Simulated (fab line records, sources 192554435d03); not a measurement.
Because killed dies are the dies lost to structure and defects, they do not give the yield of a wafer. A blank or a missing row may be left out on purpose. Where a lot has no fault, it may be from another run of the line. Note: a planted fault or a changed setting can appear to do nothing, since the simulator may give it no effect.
fab line records	flow n5Finfet
record lots=8	wafers=24	lastDay=21
route steps=1938 shown SD_EPI_N@278 SD_EPI_P@304 BEOL_M4@1111 PASSIVATION@1936
lots that met no fault: from a run of the same line without faults
startH: hours from the record's opening day to when the first of the lot's shown wafers began	waitH: time in hours since the lot's previous step	" unchanged from the row above	L1.1+2: several wafers, shown together as one row	- either no value or no given start	* or withheld: withheld	< > ~ a bound
route shown NAME@n: NAME is a module with steps in the file, n the number in the route of the first one	usual: the fault-free wafers' mean and standard deviation	same: alike in all rows	chamber/n: place in a boat	sites: the reading at each site	_std_site: standard deviation across them	_edge_site: inner sites' mean taken away from outer sites' mean	radiusMm: how far each site lies from the wafer's centre	mask NAME#n: copy n	behind: the last tool/chamber to shape the wafer	hold: what put the lot on hold/how long, in hours/how the hold closed	device: which transistor (n, p or np) failed to switch	end of line: the tests these same wafers got at the end of their route	for a step that has no rows: nothing shown but its recipe	killed: dies that structure and defects cost at the first sort, which is not the same as the wafer's yield	map: shows each die of a wafer: x if killed, . if not, _ if none is there
set.NAME: the setting that was run; set.NAME@STEP: the one run at that earlier step	model.NAME: the simulator's own value behind a step, which no gauge read
route steps across a sampled set of lots; one table per step, one row per wafer
services: from which hour (startH, from the record's first day; less than 0 if before it) a tool's chamber was out of use, for how many hours, and why
## steps
# step N5_SD_EPI_N_ETCH_45
# recipe chemistry=CH3F/O2	target=SiOCN	targetDepthA=60	maskMaterial=SOC	ionEnergyEv=60	biasW=29	pressureMtorr=15	sourceW=410	Ar_flow_sccm=150	CH3F_flow_sccm=30	O2_flow_sccm=20
# usual drypumpMotorCurrentA=5.6/0.56	mfcArSccm=150.0/0.43	oesProductAu=0.78/0.082	rfVppV=127.5/0.97	showerheadPlenumPTorr=2.00/0.048	throttleValvePct=23.12/0.2
lot.wafer	tool	chamber	startH	waitH	drypumpMotorCurrentA	mfcArSccm	oesProductAu	rfHoursCounterH	rfVppV	showerheadPlenumPTorr	throttleValvePct
L256.2	rieDiel-01	0	78.70	0.1	5.5	151.1	0.74	164	126.7	2.01	23.43
L256.4	"	2	"	"	5.2	150.4	0.72	205	127.2	1.91	23.19
L256.6	"	1	"	"	5.1	149.9	0.75	-	128.6	2.09	23.22
L259.1	rieDiel-01	1	101.81	0.1	5.0	150.3	0.76	140	128.6	2.09	23.22
L259.2	"	2	"	"	5.2	150.2	0.71	211	124.3	1.91	23.20
L259.5	"	0	"	"	5.5	150.2	0.74	-	128.3	2.00	23.44
L263.1	rieDiel-04	3	114.68	0.1	6.5	150.4	0.73	190	128.0	2.05	22.88
L263.2	"	0	"	"	5.7	149.7	0.71	211	129.0	2.00	23.24
L263.3	"	1	"	"	6.3	150.5	0.94	14	127.7	2.04	23.36
L264.3	rieDiel-01	3	120.68	0.1	5.6	150.2	0.86	43	126.3	1.94	22.78
L264.4	"	2	"	"	5.2	149.8	0.71	216	125.6	1.91	23.23
L264.5	"	0	"	"	5.5	150.7	0.73	-	126.9	2.00	23.43
L265.2	rieDiel-04	1	126.30	0.1	6.3	149.8	0.94	18	128.2	2.04	23.37
L265.3	"	3	"	"	6.5	150.1	0.72	193	127.7	2.05	22.89
L265.5	"	2	"	"	4.9	149.8	0.76	-	126.6	2.01	22.95
L268.2	rieDiel-01	0	143.65	0.1	5.5	149.6	0.72	180	127.9	2.00	23.44
L268.4	"	3	"	"	5.7	150.6	0.86	48	127.1	1.94	22.83
L268.5	"	2	"	"	5.2	150.2	0.71	-	126.2	1.91	23.21
L270.1	rieDiel-05	0	158.37	0.1	5.2	149.7	0.79	95	126.9	2.01	23.16
L270.4	"	2	"	"	5.4	149.8	0.78	130	127.1	2.02	23.07
L270.6	"	1	"	"	6.4	150.3	0.87	-	128.4	1.96	22.98
L273.2	rieDiel-04	2	176.21	0.1	4.9	149.7	0.74	139	126.6	2.00	22.96
L273.3	"	3	"	"	6.5	150.5	0.72	206	128.1	2.05	22.91
L273.5	"	2	"	"	4.9	150.3	0.74	-	125.8	2.00	22.96
# step N5_SD_EPI_P_OVL_MEAS_10
# recipe pointsPerWafer=44
# usual SD_P_BLK_OVL=0.0/0.77
lot.wafer	tool	chamber	startH	waitH	SD_P_BLK_OVL[nm]
L256.2	overlay-01	0	82.59	0.0	0.0
L256.4	"	0	"	"	0.3
L256.6	"	0	"	"	0.0
L259.1	overlay-02	0	105.67	0.0	-0.4
L259.2	"	0	"	"	-0.2
L259.5	"	0	"	"	-0.2
L263.1	overlay-02	0	118.70	0.0	0.8
L263.2	"	0	"	"	-0.2
L263.3	"	0	"	"	-0.4
L264.3	overlay-01	0	126.35	0.0	-1.0
L264.4	"	0	"	"	-0.8
L264.5	"	0	"	"	-1.3
L265.2	overlay-02	0	130.43	0.0	0.2
L265.3	"	0	"	"	-1.2
L265.5	"	0	"	"	-0.1
L268.2	overlay-01	0	148.77	0.0	-0.3
L268.4	"	0	"	"	-1.3
L268.5	"	0	"	"	-0.2
L270.1	overlay-01	0	162.36	0.0	-1.5
L270.4	"	0	"	"	-0.6
L270.6	"	0	"	"	-0.5
L273.2	overlay-01	0	180.35	0.0	-0.5
L273.3	"	0	"	"	-0.9
L273.5	"	0	"	"	-1.1
# step N5_SD_EPI_P_DESCUM_14
# recipe chemistry=O2	timeS=7.9	sourcePowerW=50	biasPowerW=20	pressureMtorr=20	rfFrequencyHz=2.712e+07	tempC=40	resist=CAR-ArF-block	o2FlowSccm=225
# usual drypumpMotorCurrentA=5.7/0.37	oesProductAu=0.81/0.093	rfVppV=243.6/1.6	showerheadPlenumPTorr=2.13/0.08	throttleValvePct=20.4/0.35
lot.wafer	tool	chamber	startH	waitH	drypumpMotorCurrentA	oesProductAu	rfHoursCounterH	rfVppV	showerheadPlenumPTorr	throttleValvePct
L256.2	rieDiel-03	2	82.65	0.0	6.3	0.89	40	246.3	2.21	20.2
L256.4	"	3	"	"	5.2	0.95	9	245.4	2.20	20.0
L256.6	"	1	"	"	5.8	0.72	-	244.2	2.18	21.1
L259.1	rieDiel-03	0	105.72	0.0	6.2	0.83	97	243.4	2.14	20.2
L259.2	"	2	"	"	6.2	0.87	43	245.8	2.21	20.2
L259.5	"	1	"	"	5.8	0.71	-	245.0	2.18	21.1
L263.1	rieDiel-03	2	118.76	0.0	6.3	0.89	46	244.6	2.21	20.2
L263.2	"	1	"	"	5.8	0.72	203	245.6	2.18	21.1
L263.3	"	3	"	"	5.2	0.94	16	246.7	2.20	20.0
L264.3	rieDiel-02	3	126.40	0.0	5.9	0.76	155	244.2	2.20	20.6
L264.4	"	2	"	"	5.7	0.78	-	240.6	1.94	20.5
L264.5	"	0	"	"	5.8	0.68	-	242.3	2.08	20.8
L265.2	rieDiel-03	0	130.48	0.0	6.2	0.82	103	243.3	2.13	20.2
L265.3	"	2	"	"	6.2	0.89	48	245.4	2.21	20.2
L265.5	"	1	"	"	5.8	0.72	-	243.4	2.18	21.1
L268.2	rieDiel-03	1	148.83	0.0	5.8	0.71	208	245.5	2.18	21.1
L268.4	"	0	"	"	6.1	0.82	105	241.9	2.13	20.2
L268.5	"	0	"	"	6.2	0.83	-	243.2	2.13	20.2
L270.1	rieDiel-06	3	162.42	0.0	5.4	0.92	22	241.9	2.02	20.1
L270.4	"	1	"	"	5.5	0.68	216	244.1	2.15	20.5
L270.6	"	0	"	"	6.3	0.82	-	243.2	2.12	20.2
L273.2	rieDiel-02	2	180.41	0.0	5.7	0.78	134	240.6	1.93	20.5
L273.3	"	1	"	"	5.4	0.80	124	240.7	2.03	20.2
L273.5	"	1	"	"	5.4	0.79	-	241.6	2.03	20.2
# step N5_SD_EPI_P_ETCH_37
# recipe chemistry=N2/H2	target=SOC	overetchA=1080	maskMaterial=SiARC	tempC=40	ionEnergyEv=100	sourceW=3000	biasW=133	pressureMtorr=20	timeS=486	n2FlowSccm=200	h2FlowSccm=200	ends=endPoint
# usual drypumpMotorCurrentA=5.7/0.37	n2FlowSccm=200.0/0.63	oesProductAu=0.72/0.08	rfVppV=241.2/1.5	showerheadPlenumPTorr=2.58/0.11	throttleValvePct=23.8/0.45
lot.wafer	tool	chamber	startH	waitH	drypumpMotorCurrentA	n2FlowSccm	oesProductAu	rfHoursCounterH	rfVppV	showerheadPlenumPTorr	throttleValvePct
L256.2	rieDiel-03	2	82.74	0.0	6.2	199.8	0.81	40	241.6	2.72	23.9
L256.4	"	3	"	"	5.2	199.7	0.85	9	242.3	2.72	23.9
L256.6	"	1	"	"	5.8	201.1	0.65	-	242.0	2.61	24.4
L259.1	rieDiel-03	0	105.81	0.0	6.2	200.4	0.73	97	241.9	2.56	23.3
L259.2	"	2	"	"	6.3	200.1	0.79	43	241.2	2.71	23.9
L259.5	"	1	"	"	5.8	200.4	0.64	-	241.4	2.60	24.4
L263.1	rieDiel-03	2	118.85	0.0	6.3	200.7	0.66	46	242.3	2.71	23.9
L263.2	"	1	"	"	5.8	200.8	0.64	204	241.7	2.60	24.4
L263.3	"	3	"	"	5.2	199.5	0.84	16	242.8	2.72	23.9
L264.3	rieDiel-02	3	126.50	0.0	5.9	199.5	0.68	155	241.0	2.64	23.8
L264.4	"	2	"	"	5.7	199.9	0.71	-	237.5	2.32	23.6
L264.5	"	0	"	"	5.8	199.6	0.62	-	240.5	2.53	24.6
L265.2	rieDiel-03	0	130.57	0.0	6.1	200.2	0.72	103	242.2	2.56	23.3
L265.3	"	2	"	"	6.3	201.0	0.78	48	242.5	2.71	23.9
L265.5	"	1	"	"	5.8	200.0	0.53	-	242.7	2.60	24.3
L268.2	rieDiel-03	1	148.92	0.0	5.8	200.5	0.63	208	240.7	2.60	24.4
L268.4	"	0	"	"	6.2	199.7	0.63	105	241.7	2.56	23.3
L268.5	"	0	"	"	6.2	201.1	0.63	-	241.1	2.56	23.2
L270.1	rieDiel-06	3	162.51	0.0	5.4	200.3	0.81	22	241.7	2.47	23.2
L270.4	"	1	"	"	5.5	199.4	0.62	216	241.1	2.60	23.8
L270.6	"	0	"	"	6.3	198.4	0.72	-	240.1	2.54	23.1
L273.2	rieDiel-02	2	180.50	0.0	5.7	200.2	0.70	134	238.0	2.32	23.6
L273.3	"	1	"	"	5.4	199.9	0.71	124	240.4	2.46	23.7
L273.5	"	1	"	"	5.4	200.6	0.70	-	239.2	2.46	23.7
# step N5_SD_EPI_P_ETCHBACK_46
# recipe chemistry=CH3F/O2	mode=anisotropicEtchback	target=SiNx	targetDepthA=175	stopOn=SiO2	overEtchFrac=0.3	ionEnergyEv=120	pressureMtorr=30	sourceW=395	biasW=73	Ar_flow_sccm=150	CH3F_flow_sccm=30	O2_flow_sccm=20
# usual drypumpMotorCurrentA=5.7/0.36	mfcArSccm=150.1/0.46	oes_o_777_au=0.82/0.087	oesProductAu=0.69/0.077	rfVppV=296/5.4	showerheadPlenumPTorr=2.03/0.072	throttleValvePct=16.27/0.28
lot.wafer	tool	chamber	startH	waitH	drypumpMotorCurrentA	mfcArSccm	oes_o_777_au	oesProductAu	rfHoursCounterH	rfVppV	showerheadPlenumPTorr	throttleValvePct
L256.2	rieDiel-03	2	83.07	0.0	6.2	149.5	0.91	0.76	40	299	2.10	15.97
L256.4	"	3	"	"	5.2	149.6	0.95	0.82	9	295	2.15	16.18
L256.6	"	1	"	"	5.8	149.9	0.73	0.62	-	292	2.06	16.78
L259.1	rieDiel-03	0	106.14	0.0	6.2	149.6	0.87	0.69	97	303	2.00	15.91
L259.2	"	2	"	"	6.3	150.0	0.91	0.76	44	297	2.10	16.00
L259.5	"	1	"	"	5.8	149.6	0.73	0.61	-	295	2.06	16.79
L263.1	rieDiel-03	2	119.17	0.0	6.3	149.3	0.91	0.33	47	297	2.10	15.96
L263.2	"	1	"	"	5.8	150.6	0.73	0.61	204	293	2.06	16.79
L263.3	"	3	"	"	5.2	149.6	0.92	0.80	16	292	2.14	16.20
L264.3	rieDiel-02	3	126.82	0.0	5.9	150.8	0.76	0.64	156	304	2.07	16.24
L264.4	"	2	"	"	5.6	149.1	0.80	0.68	-	293	1.86	16.41
L264.5	"	0	"	"	5.7	150.2	0.69	0.58	-	291	2.00	16.72
L265.2	rieDiel-03	0	130.90	0.0	6.2	150.6	0.87	0.69	103	305	2.00	15.92
L265.3	"	2	"	"	6.2	149.4	0.90	0.75	49	299	2.09	16.00
L265.5	"	1	"	"	5.8	150.1	0.73	0.27	-	295	2.06	16.76
L268.2	rieDiel-03	1	149.24	0.0	5.8	150.7	0.73	0.61	208	296	2.06	16.80
L268.4	"	0	"	"	6.1	150.6	0.86	0.30	105	303	2.00	15.88
L268.5	"	0	"	"	6.1	149.5	0.86	0.30	-	304	2.00	15.88
L270.1	rieDiel-06	3	162.83	0.0	5.4	151.0	0.87	0.78	22	302	1.96	16.21
L270.4	"	1	"	"	5.5	150.1	0.71	0.60	216	295	2.05	16.41
L270.6	"	0	"	"	6.3	150.8	0.80	0.69	-	290	2.01	16.11
L273.2	rieDiel-02	2	180.83	0.0	5.6	150.5	0.79	0.67	135	292	1.86	16.44
L273.3	"	1	"	"	5.4	150.0	0.78	0.66	125	300	1.94	16.19
L273.5	"	1	"	"	5.4	150.5	0.78	0.66	-	300	1.94	16.20
# step N5_BEOL_M4_RC_MEAS_101
# usual DIBL_N=37.1/2.6	DIBL_P=38/3	IOFF_N=0.18/0.052	IOFF_P=0.25/0.06	ION_N=678/15	ION_P=467/8.6	SS_N=71.7/0.73	SS_P=73.7/0.89	VT_N=249/4.3	VT_P=-248/3.8
lot.wafer	tool	chamber	startH	waitH	DIBL_N[mV/V]	DIBL_P[mV/V]	IOFF_N[nA/um]	IOFF_P[nA/um]	ION_N[uA/um]	ION_P[uA/um]	SS_N[mV/dec]	SS_P[mV/dec]	VT_N[mV]	VT_P[mV]
L259.1	prober-02	0	265.89	0.1	37.1	39	0.18	0.24	674	463	72.0	74.2	250	-248
L259.2	"	0	"	"	38.0	41	0.21	0.29	686	476	71.8	74.3	249	-247
L259.5	"	0	"	"	34.7	37	0.14	0.21	667	463	70.5	73.3	252	-247
L256.2	prober-02	0	282.47	0.2	40.6	39	0.20	0.30	661	466	73.0	74.1	248	-244
L256.4	"	0	"	"	38.6	38	0.19	0.30	674	477	71.6	74.0	247	-243
L256.6	"	0	"	"	39.5	37	0.19	0.26	692	475	71.4	73.9	248	-247
L263.2	prober-02	0	294.51	0.2	35.2	37	0.15	0.21	683	474	71.9	73.5	251	-249
L263.3	"	0	"	"	36.7	37	0.16	0.21	671	460	71.5	73.6	250	-251
L264.3	prober-02	0	300.52	0.3	36.7	38	0.18	0.25	675	469	71.2	73.2	246	-249
L264.4	"	0	"	"	35.2	37	0.16	0.24	693	476	70.9	74.2	249	-247
L264.5	"	0	"	"	37.4	39	0.19	0.26	671	461	71.9	74.3	248	-249
L265.2	prober-02	0	323.27	0.2	36.4	36	0.15	0.20	684	466	71.6	73.5	252	-252
L265.3	"	0	"	"	32.7	31	0.10	0.17	666	463	70.4	72.9	257	-253
L268.2	prober-01	0	342.59	0.2	38.9	39	0.21	0.29	685	470	72.4	73.9	247	-243
L270.1	prober-01	0	351.78	0.7	32.3	34	0.11	0.17	661	452	70.5	71.0	253	-252
L270.4	"	0	"	"	36.0	38	0.17	0.25	662	461	72.2	74.0	247	-248
L270.6	"	0	"	"	32.8	34	0.12	0.18	671	469	70.6	71.9	254	-252
L273.2	prober-01	0	402.72	0.2	43.7	45	0.34	0.39	692	472	73.6	75.9	243	-243
L273.3	"	0	"	"	38.2	38	0.18	0.24	696	478	71.0	73.4	249	-248
L273.5	"	0	"	"	37.7	37	0.17	0.23	677	467	71.5	74.3	250	-248
# step N5_PASSIVATION_PROBE_49
# usual defectLimitedYield=91.4/1.4	killed_at_M0_to_M3=34/9.1	killed_at_M4_up=14/5.2	killedAtContacts=12/6.4	killedAtFrontEnd=38/11	killedAtOther=3.7/2.8	killedDies=102/17	killedOnRim=14/3.9	killedOpen=68/13	killedShort=32/7.8	sort_bin_4_leakage=0.05/0.3	sort_bin_5_function=5.1/1	sort_bin_6_memory=3.2/0.66	sortNPass=1076/19	sortYieldPct=91.2/1.6
# same grossDies=1180	killedAtBackSide=0	sort_bin_8_speed[%]=0
lot.wafer	tool	chamber	startH	waitH	defectLimitedYield[%]	killed_at_M0_to_M3	killed_at_M4_up	killedAtContacts	killedAtFrontEnd	killedAtOther	killedDies	killedOnRim	killedOpen	killedShort	sort_bin_4_leakage[%]	sort_bin_5_function[%]	sort_bin_6_memory[%]	sortNPass	sortYieldPct[%]
L256.2	prober-02	-	391.20	0.1	91.1	27	18	9	47	4	105	9	73	32	0	5.0	3.6	1075	91.1
L256.4	prober-02	-	391.30	0.2	89.5	24	21	31	48	0	124	18	89	35	0	6.6	3.6	1056	89.5
L256.6	prober-02	-	391.40	0.3	90.9	19	18	20	48	2	107	10	78	29	0	5.9	2.8	1073	90.9
L263.1	prober-01	-	398.52	0.0	0	22	4	16	1134	4	1180	152	67	45	0	96.3	3.6	0	0
L263.2	prober-01	-	398.57	0.1	88.6	35	9	19	71	1	135	12	85	47	0	6.2	4.7	1045	88.6
L263.3	prober-01	-	398.62	0.1	91.4	25	8	17	50	1	101	18	62	37	0	4.7	3.6	1079	91.4
L265.2	prober-02	-	432.09	0.1	92.2	45	8	5	32	2	92	13	60	31	0	3.7	3.2	1088	92.2
L265.3	prober-02	-	432.14	0.1	90.4	45	17	9	34	8	113	16	70	38	0	5.9	3.5	1067	90.4
L265.5	prober-02	-	432.24	0.2	0	33	8	7	1124	8	1180	152	49	28	0	97.3	2.5	0	0
L268.2	prober-01	-	449.17	0.1	92.4	28	17	21	23	1	90	8	67	22	0	4.7	2.7	1090	92.4
L268.4	prober-01	-	449.27	0.2	0	37	18	5	1119	1	1180	152	65	28	0	96.9	2.9	0	0
L268.5	prober-01	-	449.32	0.2	0	47	14	23	1096	0	1180	152	65	39	0	96.7	3.1	0	0
# killed by level:class
L256.2 STI_FIN_REVEAL:geometricParticle:open=18 FIN_SAQP:geometricParticle:open=8 MOL_CONTACT_COAG:geometricParticle:open=8 BEOL_M4:geometricParticle:open=7 GATE_CUT:geometricParticle:short=5 BEOL_M1:geometricParticle:open=5 BEOL_M2:geometricParticle:open=5 BEOL_M5:geometricParticle:open=4
L256.4 MOL_CONTACT_COAG:geometricParticle:open=24 FIN_SAQP:geometricParticle:open=11 STI_FIN_REVEAL:geometricParticle:open=8 BEOL_M5:geometricParticle:open=8 DUMMY_GATE:geometricParticle:open=7 MOL_CONTACT_COAG:geometricParticle:short=7 BEOL_M0_SAQP:geometricParticle:short=6 BEOL_M0_SAQP:geometricParticle:open=6
L256.6 FIN_SAQP:geometricParticle:open=19 MOL_CONTACT_COAG:geometricParticle:open=18 FIN_SAQP:geometricParticle:short=7 STI_FIN_REVEAL:geometricParticle:open=7 BEOL_M0_SAQP:geometricParticle:short=6 DUMMY_GATE:geometricParticle:open=5 BEOL_M5:geometricParticle:open=4 BEOL_M3:geometricParticle:open=4
L263.1 SD_EPI_P:areaEtch=1067 FIN_SAQP:geometricParticle:short=19 FIN_SAQP:geometricParticle:open=14 MOL_CONTACT_COAG:geometricParticle:open=12 STI_FIN_REVEAL:geometricParticle:open=7 STI_FIN_REVEAL:geometricParticle:short=5 DUMMY_GATE:geometricParticle:open=5 BEOL_M3:geometricParticle:open=5
L263.2 FIN_SAQP:geometricParticle:open=21 STI_FIN_REVEAL:geometricParticle:open=16 MOL_CONTACT_COAG:geometricParticle:open=13 FIN_SAQP:geometricParticle:short=9 MOL_CONTACT_COAG:geometricParticle:short=6 BEOL_M3:geometricParticle:open=6 BEOL_M0:geometricParticle:short=6 BEOL_M0_SAQP:geometricParticle:short=6
L263.3 MOL_CONTACT_COAG:geometricParticle:open=15 STI_FIN_REVEAL:geometricParticle:open=11 FIN_SAQP:geometricParticle:open=9 FIN_SAQP:geometricParticle:short=8 BEOL_M0_SAQP:geometricParticle:short=8 BEOL_M0_SAQP:geometricParticle:open=8 GATE_CUT:geometricParticle:short=7 BEOL_M5:geometricParticle:open=5
L265.2 BEOL_M0_SAQP:geometricParticle:open=17 BEOL_M2:geometricParticle:open=9 STI_FIN_REVEAL:geometricParticle:short=8 DUMMY_GATE:geometricParticle:open=8 BEOL_M0_SAQP:geometricParticle:short=8 STI_FIN_REVEAL:geometricParticle:open=5 BEOL_M3:geometricParticle:open=5 MOL_CONTACT_COAG:geometricParticle:open=4
L265.3 BEOL_M2:geometricParticle:open=17 FIN_SAQP:geometricParticle:short=14 BEOL_M0_SAQP:geometricParticle:open=9 MOL_CONTACT_COAG:geometricParticle:open=8 GATE_CUT:geometricParticle:short=7 BEOL_M1:geometricParticle:open=7 BEOL_M4:geometricParticle:open=5 BEOL_M0_SAQP:geometricParticle:short=4
L265.5 SD_EPI_P:areaEtch=1098 BEOL_M2:geometricParticle:open=9 BEOL_M0_SAQP:geometricParticle:short=9 DUMMY_GATE:geometricParticle:open=7 BEOL_M0_SAQP:geometricParticle:open=7 MOL_CONTACT_COAG:geometricParticle:open=5 FIN_SAQP:geometricParticle:short=3 STI_FIN_REVEAL:geometricParticle:short=3
L268.2 MOL_CONTACT_COAG:geometricParticle:open=16 BEOL_M2:geometricParticle:open=13 STI_FIN_REVEAL:geometricParticle:open=6 BEOL_M4:geometricParticle:open=6 MOL_CONTACT_COAG:geometricParticle:short=5 FIN_SAQP:geometricParticle:short=4 GATE_CUT:geometricParticle:open=4 BEOL_M0_SAQP:geometricParticle:short=4
L268.4 SD_EPI_P:areaEtch=1087 BEOL_M0_SAQP:geometricParticle:open=13 BEOL_M0_SAQP:geometricParticle:short=9 BEOL_M2:geometricParticle:open=8 FIN_SAQP:geometricParticle:open=7 BEOL_M5:geometricParticle:open=7 GATE_CUT:geometricParticle:short=6 DUMMY_GATE:geometricParticle:open=5
L268.5 SD_EPI_P:areaEtch=1075 MOL_CONTACT_COAG:geometricParticle:open=17 BEOL_M0_SAQP:geometricParticle:short=12 BEOL_M0_SAQP:geometricParticle:open=8 MOL_CONTACT_COAG:geometricParticle:short=6 BEOL_M1:geometricParticle:open=6 BEOL_M2:geometricParticle:short=6 BEOL_M2:geometricParticle:open=5
## services
tool	chamber	startH	hours	kind
rieDiel-02	0	58.65	9.9	repair
rieDiel-06	-	105.21	0.6	repair
rieDiel-05	3	105.73	-	clean
rieDiel-05	3	105.73	-	consumableReplace:focusRing
rieDiel-05	3	105.73	15.2	scheduledDown
rieDiel-05	3	105.73	15.2	ventCycle
rieDiel-01	1	110.94	3.2	repair
rieDiel-01	-	123.84	1.0	repair
rieDiel-02	1	124.87	2.3	repair
rieDiel-04	0	130.04	8.7	repair
rieDiel-01	-	147.93	0.5	repair
rieDiel-05	-	177.06	2.8	pm
## key
firstSign step=N5_SD_EPI_P_ETCHBACK_46	reading=oesProductAu	direction=down	sigmas=5.1	usual=0.69	struck=0.30
effect step=N5_PASSIVATION_PROBE_49	reading=killedAtFrontEnd	direction=up	sigmas=94	usual=38	struck=1118
moreKillsBornAt N5_SD_EPI_P_ETCH_37@rieDiel-03=4327
metAt N5_SD_EPI_P_ETCH_37
struckLots L263,L265,L268
struckWafers L263.1,L265.5,L268.4,L268.5
laterRowsLeftOut L263.1,L265.5,L268.4,L268.5
notActingAt N5_SD_EPI_N_ETCH_45,N5_SD_EPI_P_OVL_MEAS_10,N5_SD_EPI_P_DESCUM_14
onsetBetween 105.81 118.85
fault kind=processParameterDrift	tool=rieDiel-03	chamber=-	onsetH=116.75	steps=N5_SD_EPI_P_ETCH_37	channel=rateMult	offset=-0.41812	shape=step	endH=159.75	scope=struckWafersOnly
# laterRowsLeftOut: the simulator's readings of these wafers behind a module that went badly wrong aren't trusted and aren't shown, but for the sort
